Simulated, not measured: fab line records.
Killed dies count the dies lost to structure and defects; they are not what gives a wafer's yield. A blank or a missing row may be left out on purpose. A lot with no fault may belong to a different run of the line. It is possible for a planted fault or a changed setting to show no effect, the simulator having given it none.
fab line records	flow n5_finfet
[record] lots = 9	wafers = 27	last_day = 19
route steps=1938 shown BEOL_M4@1045 PASSIVATION@1936
lots that met no fault: from a run of the same line without faults
start_h: start of the lot's first displayed wafer, in hours after the record's first day	wait_h: how many hours have passed since the lot's step before this one	" same as the row above	L1.1+2: several wafers, shown together as one row	- either no value or no given start	* or withheld: withheld	< > ~ a bound
route shown NAME@n: names a module that has steps shown in the file, with the first one's number in the route	usual: mean/standard deviation of fault-free wafers	same: alike in all rows	chamber/n: place in a boat	sites: each site's reading	_std_site: how widely they spread, as a standard deviation	_edge_site: mean of outer sites minus mean of inner sites	radius_mm: for every site, how far away it sits from the centre of the wafer	mask NAME#n: copy n	behind: the last tool/chamber to shape the wafer	hold: why the lot was held/for how many hours/how that ended	device: the transistor (n, p or np) that didn't switch	end of line: the same wafers' tests at the end of the route	for a step that has no rows: nothing shown but its recipe	killed: count of dies lost to structure and defects at first sort (not the wafer's yield)	map: a wafer's dies, x killed, . not, _ none there
set.NAME: the setting the step ran with; set.NAME@STEP: the setting that earlier step ran with	model.NAME: the simulator's own value behind a step, which no gauge read
a sample of lots followed through the steps of the route, with each step as a table and each wafer as a row
services: the hour from which a tool's chamber was out of use, counted from the record's first day as start_h (under 0 if before that day), plus the number of hours and why
[[steps]]
[step N5_BEOL_M4_STRIP_19]
[recipe] chemistry = O2	power_w = 400	temp_c = 40	pressure_mtorr = 30	rf_frequency_hz = 6e+07	bias_power_w = 0	overash_fraction = 0.2	o2_flow_sccm = 225
[usual] drypump_motor_current_A = 5.7/0.36	oes_product_au = 0.82/0.078	rf_vpp_V = 3.6/0.43	showerhead_plenum_p_Torr = 2.11/0.097	throttle_valve_pct = 16.65/0.24
lot.wafer	tool	chamber	start_h	wait_h	drypump_motor_current_A	oes_product_au	rf_hours_counter_h	rf_vpp_V	showerhead_plenum_p_Torr	throttle_valve_pct
L403.1	rie_diel-03	1	179.40	0.1	5.4	0.87	53	4.7	2.21	16.60
L403.3	"	3	"	"	6.4	0.71	189	2.9	2.10	16.60
L403.5	"	2	"	"	5.7	0.69	-	4.1	2.00	17.09
L408.1	rie_diel-01	0	202.95	0.1	5.6	0.88	31	3.4	2.03	16.51
L408.2	"	3	"	"	6.5	0.88	40	3.7	2.24	16.88
L408.4	"	3	"	"	6.5	0.88	-	3.2	2.24	16.86
L409.1	rie_diel-05	1	223.81	0.1	5.6	0.89	28	4.4	2.04	16.47
L409.3	"	2	"	"	5.6	0.83	71	3.4	2.23	16.63
L409.4	"	1	"	"	5.6	0.89	-	3.0	2.04	16.48
L410.2	rie_diel-01	0	223.85	0.1	5.6	0.86	38	4.0	2.03	16.50
L410.4	"	1	"	"	5.8	0.87	74	3.8	2.06	16.60
L410.6	"	2	"	"	5.1	0.91	-	3.5	2.04	16.28
L412.1	rie_diel-03	2	233.68	0.2	5.7	0.69	247	3.8	2.00	17.11
L412.2	"	0	"	"	5.6	0.91	18	4.3	2.22	16.24
L412.5	"	2	"	"	5.7	0.67	-	3.6	2.00	17.10
L417.1	rie_diel-05	1	264.22	0.1	5.5	0.85	46	3.6	2.04	16.51
L417.2	"	2	"	"	5.6	0.80	89	3.8	2.22	16.67
L417.5	"	0	"	"	5.6	0.76	-	3.5	1.94	17.10
L424.1	rie_diel-03	1	311.98	0.6	5.4	0.82	99	3.7	2.19	16.68
L424.3	"	3	"	"	6.5	0.68	234	3.8	2.08	16.71
L424.4	"	2	"	"	5.7	0.91	18	3.1	2.26	16.67
L425.1	rie_diel-05	1	313.18	0.1	5.6	0.82	60	3.4	2.03	16.52
L425.3	"	3	"	"	5.5	0.88	28	3.3	2.14	16.64
L425.4	"	0	"	"	5.5	0.74	159	2.7	1.93	17.11
L426.1	rie_diel-05	2	322.51	0.2	5.6	0.78	106	3.5	2.21	16.70
L426.3	"	1	"	"	5.6	0.83	63	4.4	2.03	16.53
L426.6	"	3	"	"	5.5	0.88	-	3.0	2.14	16.65
[step N5_BEOL_M4_DESCUM_33]
[recipe] chemistry = O2	time_s = 7	source_power_w = 50	bias_power_w = 20	pressure_mtorr = 20	rf_frequency_hz = 2.712e+07	temp_c = 40	resist = CAR-EUV	o2_flow_sccm = 225
[usual] drypump_motor_current_A = 5.8/0.39	oes_product_au = 0.83/0.075	rf_vpp_V = 243.4/1.7	showerhead_plenum_p_Torr = 2.11/0.096	throttle_valve_pct = 20.42/0.23
lot.wafer	tool	chamber	start_h	wait_h	drypump_motor_current_A	oes_product_au	rf_hours_counter_h	rf_vpp_V	showerhead_plenum_p_Torr	throttle_valve_pct
L403.1	rie_diel-03	2	179.98	0.1	5.6	0.70	232	242.0	2.00	20.81
L403.3	"	3	"	"	6.4	0.72	190	242.7	2.09	20.37
L403.5	"	1	"	"	5.5	0.88	-	245.6	2.21	20.43
L408.1	rie_diel-05	2	203.48	0.0	5.6	0.83	63	244.8	2.23	20.45
L408.2	"	0	"	"	5.5	0.77	122	240.9	1.94	20.83
L408.4	"	1	"	"	5.6	0.90	19	243.2	2.04	20.24
L409.1	rie_diel-03	1	224.32	0.0	5.4	0.85	67	245.3	2.20	20.46
L409.3	"	3	"	"	6.5	0.70	204	243.1	2.09	20.39
L409.4	"	0	"	"	5.6	0.93	14	244.2	2.22	20.00
L410.2	rie_diel-05	2	224.52	0.2	5.6	0.82	71	245.2	2.22	20.47
L410.4	"	0	"	"	5.5	0.76	-	240.7	1.94	20.83
L410.6	"	1	"	"	5.5	0.87	-	241.9	2.04	20.24
L412.1	rie_diel-01	3	234.32	0.0	6.4	0.85	51	245.6	2.23	20.72
L412.2	"	1	"	"	5.8	0.85	77	240.2	2.05	20.44
L412.5	"	0	"	"	5.6	0.85	-	243.2	2.03	20.28
L417.1	rie_diel-01	0	265.38	0.6	5.6	0.84	52	241.9	2.02	20.29
L417.2	"	3	"	"	6.5	0.84	62	244.0	2.22	20.72
L417.5	"	2	"	"	5.1	0.87	-	243.0	2.03	20.05
L424.1	rie_diel-03	1	312.88	0.4	5.4	0.82	99	246.2	2.19	20.49
L424.3	"	3	"	"	6.5	0.68	234	241.3	2.07	20.42
L424.4	"	0	"	"	5.7	0.86	46	242.7	2.21	20.08
L425.1	rie_diel-03	2	313.72	0.1	5.6	0.91	19	245.3	2.25	20.49
L425.3	"	1	"	"	5.4	0.81	100	246.1	2.19	20.50
L425.4	"	2	"	"	5.7	0.92	-	245.5	2.25	20.48
L426.1	rie_diel-05	0	323.02	0.0	5.6	0.74	162	240.0	1.93	20.90
L426.3	"	1	"	"	5.6	0.82	63	242.3	2.03	20.30
L426.6	"	0	"	"	5.6	0.74	-	240.7	1.93	20.87
[step N5_BEOL_M4_ALD_98]
[recipe] material = SiO2	target_thk_a = 25	temp_c = 100	ald_precursor_family = BDEAS	ald_co_reactant = O2-plasma	pulse_time_s = 1	co_reactant_pulse_time_s = 1	purge_time_s = 2	co_reactant_purge_time_s = 2	ald_cycles = 17	pressure_torr = 2
[usual] ald_cycles = 17/0	heater_power_w = 76/4	precursor_pulse_height_rel = 1.000/0.019	susceptor_temp_C = 100.01/0.13
lot.wafer	tool	chamber	start_h	wait_h	ald_cycles	heater_power_w	precursor_pulse_height_rel	susceptor_temp_C
L403.1	ald_sin-02	0	180.11	0.1	17	84	0.998	100.05
L403.3	"	2	"	"	17	80	1.020	99.99
L403.5	"	0	"	"	17	84	1.022	100.10
L408.1	ald_sin-04	0	203.61	0.1	17	78	0.997	99.74
L408.2	"	1	"	"	17	69	1.002	100.07
L408.4	"	2	"	"	17	77	1.004	99.96
L409.1	ald_sin-01	2	224.46	0.1	17	80	0.984	99.94
L409.3	"	1	"	"	17	74	1.006	100.26
L409.4	"	3	"	"	17	76	1.018	100.14
L410.2	ald_sin-01	2	224.77	0.2	17	78	0.980	99.98
L410.4	"	0	"	"	17	73	1.019	99.98
L410.6	"	2	"	"	17	79	1.008	100.02
L412.1	ald_sin-04	2	234.45	0.1	17	78	1.032	100.02
L412.2	"	1	"	"	17	73	0.985	100.19
L412.5	"	2	"	"	17	77	1.016	99.87
L417.1	ald_sin-02	3	265.51	0.1	17	77	1.006	100.31
L417.2	"	1	"	"	17	71	1.013	100.25
L417.5	"	1	"	"	17	68	0.990	100.12
L424.1	ald_sin-04	1	313.21	0.2	17	71	0.989	99.95
L424.3	"	0	"	"	16	81	0.993	-
L424.4	"	3	"	"	16	72	0.986	-
L425.1	ald_sin-04	3	314.09	0.3	17	71	0.981	99.90
L425.3	"	1	"	"	16	73	1.014	-
L425.4	"	2	"	"	16	75	0.958	-
L426.1	ald_sin-01	3	323.16	0.1	17	78	1.021	100.11
L426.3	"	2	"	"	17	77	1.019	100.06
L426.6	"	3	"	"	17	77	1.002	100.07
[step N5_BEOL_M4_ETCH_41]
[recipe] chemistry = CH3F/O2	target = SiCN	target_depth_a = 299	taper_deg = 2	time_s = 52.5	ion_energy_ev = 120	mask_material = TiN	pressure_mtorr = 30	source_w = 395	bias_w = 75	Ar_flow_sccm = 150	CH3F_flow_sccm = 30	O2_flow_sccm = 20
[usual] bias_w = 75.02/0.21	drypump_motor_current_A = 5.8/0.46	oes_product_au = 0.85/0.043	rf_vpp_V = 297.5/1.8	showerhead_plenum_p_Torr = 2.01/0.087	throttle_valve_pct = 16.27/0.21
lot.wafer	tool	chamber	start_h	wait_h	bias_w	drypump_motor_current_A	oes_product_au	rf_hours_counter_h	rf_vpp_V	showerhead_plenum_p_Torr	throttle_valve_pct
L403.1	rie_diel-01	1	-	-	74.85	5.8	0.87	65	296.5	1.95	16.13
L403.3	"	3	"	"	75.15	6.5	0.88	38	300.3	2.14	16.54
L403.5	"	1	"	"	75.18	5.8	0.87	-	296.2	1.95	16.14
L408.1	rie_diel-01	1	-	-	75.13	5.8	0.87	75	295.6	1.95	16.17
L408.2	"	2	"	"	75.24	5.1	0.92	23	296.2	1.95	15.96
L408.4	"	0	"	"	75.11	5.6	0.86	39	297.0	1.96	16.26
L409.1	rie_diel-01	2	-	-	75.31	5.1	0.91	26	297.5	1.94	15.95
L409.3	"	3	"	"	74.89	6.5	0.86	52	300.7	2.14	16.58
L409.4	"	0	"	"	75.20	5.6	0.85	42	296.7	1.95	16.29
L410.2	rie_diel-05	3	-	-	74.81	5.5	0.95	3	300.1	2.05	16.25
L410.4	"	0	"	"	75.20	5.5	0.77	136	294.5	1.84	16.65
L410.6	"	0	"	"	75.16	5.5	0.76	-	294.2	1.84	16.65
L412.1	rie_diel-01	0	-	-	74.98	5.6	0.85	47	296.2	1.95	16.28
L412.2	"	2	"	"	75.12	5.1	0.89	31	296.5	1.94	15.98
L412.5	"	3	"	"	74.93	6.5	0.86	-	299.2	2.14	16.59
L417.1	rie_diel-01	0	-	-	74.98	5.6	0.83	61	296.2	1.95	16.30
L417.2	"	3	"	"	75.01	6.5	0.84	71	300.2	2.13	16.63
L417.5	"	1	"	"	74.86	5.8	0.84	-	295.4	1.94	16.20
L424.1	rie_diel-05	1	-	-	74.89	5.6	0.83	61	297.5	1.96	16.27
L424.3	"	2	"	"	75.15	5.6	0.78	104	299.5	2.09	16.22
L424.4	"	0	"	"	75.11	5.5	0.75	161	295.3	1.83	16.71
L425.1	rie_diel-01	2	-	-	75.30	5.1	0.85	58	297.1	1.93	16.02
L425.3	"	1	"	"	75.12	5.8	0.83	109	295.6	1.94	16.24
L425.4	"	2	"	"	74.94	5.1	0.85	-	296.9	1.93	16.02
L426.1	rie_diel-01	3	-	-	74.85	6.6	0.81	90	300.3	2.12	16.64
L426.3	"	1	"	"	75.64	5.8	0.82	114	296.1	1.94	16.22
L426.6	"	2	"	"	74.80	5.1	0.84	-	296.5	1.93	16.02
[step N5_BEOL_M4_RC_MEAS_101]
[usual] DIBL_N = 36.1/1.6	DIBL_P = 35.8/2	IOFF_N = 0.157/0.029	IOFF_P = 0.21/0.034	ION_N = 677/13	ION_P = 465/8.1	SS_N = 71.3/0.61	SS_P = 73.2/0.65	VT_N = 249/3.3	VT_P = -250/3.2
lot.wafer	tool	chamber	start_h	wait_h	DIBL_N[mV/V]	DIBL_P[mV/V]	IOFF_N[nA/um]	IOFF_P[nA/um]	ION_N[uA/um]	ION_P[uA/um]	SS_N[mV/dec]	SS_P[mV/dec]	VT_N[mV]	VT_P[mV]
L403.1	prober-02	0	205.39	0.0	37.6	37.7	0.208	0.24	694	467	71.5	74.4	245	-250
L403.3	"	0	"	"	35.0	34.2	0.148	0.19	678	468	71.5	73.2	247	-250
L403.5	"	0	"	"	36.7	37.0	0.181	0.23	676	460	71.1	73.8	247	-248
L408.1	prober-02	0	232.10	0.0	36.2	36.1	0.169	0.23	684	462	71.8	73.3	250	-249
L408.2	"	0	"	"	38.4	37.5	0.224	0.26	684	466	72.4	74.9	246	-246
L408.4	"	0	"	"	38.0	37.2	0.212	0.26	685	470	72.3	74.6	244	-248
L409.1	prober-01	0	240.27	0.0	34.5	34.7	0.136	0.18	683	459	70.8	73.2	250	-252
L409.3	"	0	"	"	35.3	34.3	0.138	0.16	655	444	71.7	73.0	251	-254
L409.4	"	0	"	"	35.4	34.9	0.137	0.17	667	452	71.6	72.5	249	-254
L410.2	prober-01	0	243.18	0.2	36.5	36.5	0.151	0.23	683	471	70.4	72.7	249	-248
L410.4	"	0	"	"	34.9	34.3	0.124	0.20	667	464	71.1	73.2	254	-251
L410.6	"	0	"	"	35.6	35.2	0.141	0.22	663	460	70.9	73.1	252	-249
L412.1	prober-01	0	257.23	0.0	33.2	31.2	0.101	0.13	667	457	70.6	72.3	255	-259
L412.2	"	0	"	"	35.7	34.0	0.127	0.16	663	454	71.1	73.0	255	-256
L412.5	"	0	"	"	34.5	32.1	0.107	0.14	642	443	71.7	72.6	258	-259
L417.1	prober-02	0	291.82	0.0	33.8	33.2	0.129	0.17	678	465	70.3	72.9	249	-253
L417.2	"	0	"	"	37.7	38.7	0.219	0.25	695	464	72.5	74.6	243	-246
L417.5	"	0	"	"	32.5	32.0	0.116	0.15	671	461	70.9	72.7	254	-254
L424.1	prober-02	0	321.63	0.0	36.3	36.8	0.149	0.21	681	467	71.3	72.9	248	-253
L424.3	"	0	"	"	34.6	35.0	0.125	0.17	665	463	71.1	73.0	251	-256
L424.4	"	0	"	"	37.7	38.3	0.171	0.22	680	469	71.8	73.6	250	-250
L425.1	prober-02	0	325.05	0.0	37.0	38.1	0.190	0.24	696	478	70.9	74.2	244	-249
L425.3	"	0	"	"	38.2	39.0	0.210	0.25	696	474	71.6	73.7	242	-248
L425.4	"	0	"	"	36.7	37.3	0.182	0.23	685	468	71.7	73.2	248	-246
L426.1	prober-02	0	342.88	0.0	37.4	38.5	0.181	0.25	683	464	72.0	73.1	248	-249
L426.3	"	0	"	"	37.5	37.4	0.181	0.24	694	476	72.1	73.9	246	-248
L426.6	"	0	"	"	36.9	37.8	0.172	0.24	696	480	71.8	73.8	249	-249
[step N5_PASSIVATION_PROBE_49]
[usual] defect_limited_yield = 91.0/1.4	killed_at_M0_to_M3 = 33/11	killed_at_M4_up = 14/5	killed_at_contacts = 11/7.3	killed_at_front_end = 43/12	killed_at_other = 4/3.1	killed_dies = 106/17	killed_open = 69/13	killed_short = 34/8.7	sort_bin_5_function = 5.2/0.96	sort_bin_6_memory = 3.3/0.66	sort_bin_8_speed = 0.00/0.012	sort_n_pass = 1074/17	sort_yield_pct = 91.0/1.4
[same] gross_dies = 1180	killed_at_back_side = 0	sort_bin_4_leakage[%] = 0
lot.wafer	tool	chamber	start_h	wait_h	defect_limited_yield[%]	killed_at_M0_to_M3	killed_at_M4_up	killed_at_contacts	killed_at_front_end	killed_at_other	killed_dies	killed_open	killed_short	sort_bin_5_function[%]	sort_bin_6_memory[%]	sort_bin_8_speed[%]	sort_n_pass	sort_yield_pct[%]
L409.1	prober-01	-	349.13	0.0	90.5	37	25	12	32	6	112	81	31	5.8	3.6	0	1068	90.5
L409.3	prober-01	-	349.23	0.1	92.9	33	14	1	29	7	84	50	30	4.9	1.8	0	1096	92.9
L409.4	prober-01	-	349.28	0.2	90.2	49	13	9	42	3	116	64	50	5.8	3.3	0	1064	90.2
L417.1	prober-02	-	407.13	0.0	90.7	35	10	26	37	2	110	80	28	5.1	4.1	0	1070	90.7
L417.2	prober-02	-	407.18	0.1	88.3	27	16	31	60	4	138	102	30	6.3	4.7	0	1042	88.3
L417.5	prober-02	-	407.33	0.2	88.5	25	19	51	36	5	136	104	26	7.5	3.5	0	1044	88.5
// killed by level:class
L409.1 BEOL_M4:geometric_particle:open=12 MOL_CONTACT_COAG:geometric_particle:open=11 BEOL_M3:geometric_particle:open=11 BEOL_M2:geometric_particle:open=9 STI_FIN_REVEAL:geometric_particle:open=8 BEOL_M0_SAQP:geometric_particle:short=7 FIN_SAQP:geometric_particle:open=6 FIN_SAQP:geometric_particle:short=6
L409.3 BEOL_M3:geometric_particle:open=8 BEOL_M1:geometric_particle:open=7 FIN_SAQP:geometric_particle:short=6 STI_FIN_REVEAL:geometric_particle:open=6 BEOL_M2:geometric_particle:open=5 FIN_SAQP:geometric_particle:open=4 BEOL_M0_SAQP:geometric_particle:short=4 BEOL_M3:geometric_particle:short=4
L409.4 BEOL_M0_SAQP:geometric_particle:open=12 BEOL_M1:geometric_particle:open=10 FIN_SAQP:geometric_particle:short=9 BEOL_M0_SAQP:geometric_particle:short=8 GATE_CUT:geometric_particle:open=7 GATE_CUT:geometric_particle:short=6 MOL_CONTACT_COAG:geometric_particle:open=6 BEOL_M2:geometric_particle:open=6
L417.1 MOL_CONTACT_COAG:geometric_particle:open=20 STI_FIN_REVEAL:geometric_particle:open=16 BEOL_M1:geometric_particle:open=10 BEOL_M0_SAQP:geometric_particle:open=9 FIN_SAQP:geometric_particle:open=6 MOL_CONTACT_COAG:geometric_particle:short=6 STI_FIN_REVEAL:geometric_particle:short=5 BEOL_M2:geometric_particle:short=5
L417.2 MOL_CONTACT_COAG:geometric_particle:open=26 STI_FIN_REVEAL:geometric_particle:open=24 BEOL_M0_SAQP:geometric_particle:open=7 FIN_SAQP:geometric_particle:open=6 BEOL_M0_SAQP:geometric_particle:short=6 HKMG_FIN:area_etch=6 FIN_SAQP:geometric_particle:short=5 STI_FIN_REVEAL:geometric_particle:short=5
L417.5 MOL_CONTACT_COAG:geometric_particle:open=44 BEOL_M4:geometric_particle:open=12 FIN_SAQP:geometric_particle:open=9 STI_FIN_REVEAL:geometric_particle:open=8 MOL_CONTACT_COAG:geometric_particle:short=7 BEOL_M0_SAQP:geometric_particle:short=5 BEOL_M1:geometric_particle:open=5 HKMG_FIN:area_etch=5
[[services]]
tool	chamber	start_h	hours	kind
rie_diel-03	2	165.53	5.8	repair
ald_sin-04	-	177.45	14.0	pm
rie_diel-05	0	191.10	10.4	repair
rie_diel-01	2	193.46	18.9	repair
rie_diel-03	2	206.92	7.6	repair
rie_diel-05	3	208.59	-	clean
rie_diel-05	3	208.59	-	consumable_replace:focus_ring
rie_diel-05	3	208.59	21.5	scheduled_down
rie_diel-05	3	208.59	21.5	vent_cycle
ald_sin-02	1	226.33	3.8	repair
ald_sin-02	0	229.96	4.1	repair
ald_sin-01	2	236.38	5.2	repair
ald_sin-01	-	245.95	6.1	pm
rie_diel-03	-	255.51	15.6	pm
ald_sin-01	1	258.74	16.7	repair
rie_diel-05	-	266.94	15.6	pm
ald_sin-01	-	267.75	0.8	pm
ald_sin-01	-	268.58	14.0	pm
ald_sin-02	1	272.68	21.0	repair
rie_diel-01	-	288.94	2.8	pm
rie_diel-05	0	293.56	3.4	repair
ald_sin-02	0	313.26	4.9	repair
ald_sin-02	3	316.62	3.7	repair
ald_sin-04	-	332.74	0.8	pm
[[key]]
[first_sign] step = N5_BEOL_M4_ALD_98	reading = ald_cycles	direction = down	sigmas = 99+	usual = *	struck = *
effect none on later readings
met_at N5_BEOL_M4_ALD_98
struck_lots L424,L425
struck_wafers L424.3,L424.4,L425.3,L425.4
not_acting_at N5_BEOL_M4_STRIP_19,N5_BEOL_M4_DESCUM_33,N5_BEOL_M4_ETCH_41
onset_between 234.45 313.21
[fault] kind = process_parameter_drift	tool = ald_sin-04	chamber = -	onset_h = 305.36	steps = N5_BEOL_M4_ALD_98	channel = ald_cycles	offset = *	shape = step	end_h = 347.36	scope = struck_wafers_only	acts_in = *	stated = *
